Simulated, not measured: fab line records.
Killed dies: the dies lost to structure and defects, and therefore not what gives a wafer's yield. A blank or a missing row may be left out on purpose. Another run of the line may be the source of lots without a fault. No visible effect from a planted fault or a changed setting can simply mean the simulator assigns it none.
Matching of chambers + flow n5_finfet + 4 sister chambers for N5_FIN_SAQP_MANDREL1_REMOVE_56 on rie_si-02
The step chemistry HBr/Cl2/O2, target a-Si, stops on SiNx, bt time 10 s. 14 wafers are shown with their chamber, then 7 later ones without.

== WAFERS WITH THEIR CHAMBER ==
| wafer  | chamber | drypump_motor_current_A (A) | oes_product_au (a.u.) | HBr_flow_sccm (sccm) |
|--------|---------|-----------------------------|-----------------------|----------------------|
| L077.2 | 1       | 6.3                         | 1.031                 | 150.2                |
| L077.4 | 0       | 5.9                         | 1.013                 | 150.4                |
| L077.6 | 2       | 5.7                         | 0.995                 | 150.4                |
| L080.1 | 2       | 5.6                         | 0.995                 | 150.0                |
| L080.3 | 1       | 6.3                         | 1.027                 | 148.8                |
| L080.5 | 3       | 6.5                         | 1.013                 | 150.1                |
| L082.2 | 3       | 6.5                         | 1.006                 | 150.3                |
| L082.3 | 2       | 5.7                         | 0.993                 | 149.5                |
| L082.4 | 0       | 5.9                         | 0.995                 | 149.8                |
| L083.1 | 0       | 5.9                         | 1.010                 | 149.9                |
| L083.5 | 1       | 6.3                         | 1.032                 | 150.1                |
| L083.6 | 0       | 5.8                         | 1.007                 | 149.8                |
| L084.3 | 3       | 6.5                         | 1.026                 | 150.8                |
| L084.4 | 2       | 5.7                         | 0.994                 | 150.0                |

SIGNATURES (averages over the wafers above)
| reading                 | chamber 0 | chamber 1 | chamber 2 | chamber 3 | scatter within a chamber |
|-------------------------|-----------|-----------|-----------|-----------|--------------------------|
| drypump_motor_current_A | 5.875     | 6.300     | 5.675     | 6.500     | 0.0387                   |
| oes_product_au          | 1.00625   | 1.03000   | 0.99425   | 1.01500   | 0.0064                   |
| HBr_flow_sccm           | 149.975   | 149.700   | 149.975   | 150.400   | 0.462                    |
Rule: distance of a wafer from a chamber = root of the sum over the readings of ((wafer's reading minus chamber's mean) / reading's scatter) squared. If the next closest chamber is less than 2 further off than the closest, the wafer can't be placed; otherwise it belongs to the closest. The scatter is the square root of a quotient: the sum, over the shown wafers, of each reading's squared deviation from its chamber's mean, divided by wafers minus chambers.

== WAFERS WITHOUT THEIR CHAMBER ==
| wafer  | drypump_motor_current_A (A) | oes_product_au (a.u.) | HBr_flow_sccm (sccm) |
|--------|-----------------------------|-----------------------|----------------------|
| L084.6 | 6.3                         | 1.024                 | 150.4                |
| L085.1 | 6.5                         | 1.016                 | 149.8                |
| L085.3 | 5.9                         | 1.004                 | 149.6                |
| L085.5 | 6.3                         | 1.029                 | 150.2                |
| L086.1 | 6.5                         | 1.008                 | 150.2                |
| L086.3 | 5.6                         | 0.991                 | 151.2                |
| L086.6 | 6.5                         | 1.012                 | 150.6                |

== EACH ONE'S CHAMBER ==
| wafer  | from the rows above | in truth |
|--------|---------------------|----------|
| L084.6 | 1                   | 1        |
| L085.1 | 3                   | 3        |
| L085.3 | 0                   | 0        |
| L085.5 | 1                   | 1        |
| L086.1 | 3                   | 3        |
| L086.3 | 2                   | 2        |
| L086.6 | 3                   | 3        |
7 of 7 placed correctly. From these rows, 0 cannot be placed. Number placed wrongly: 0.
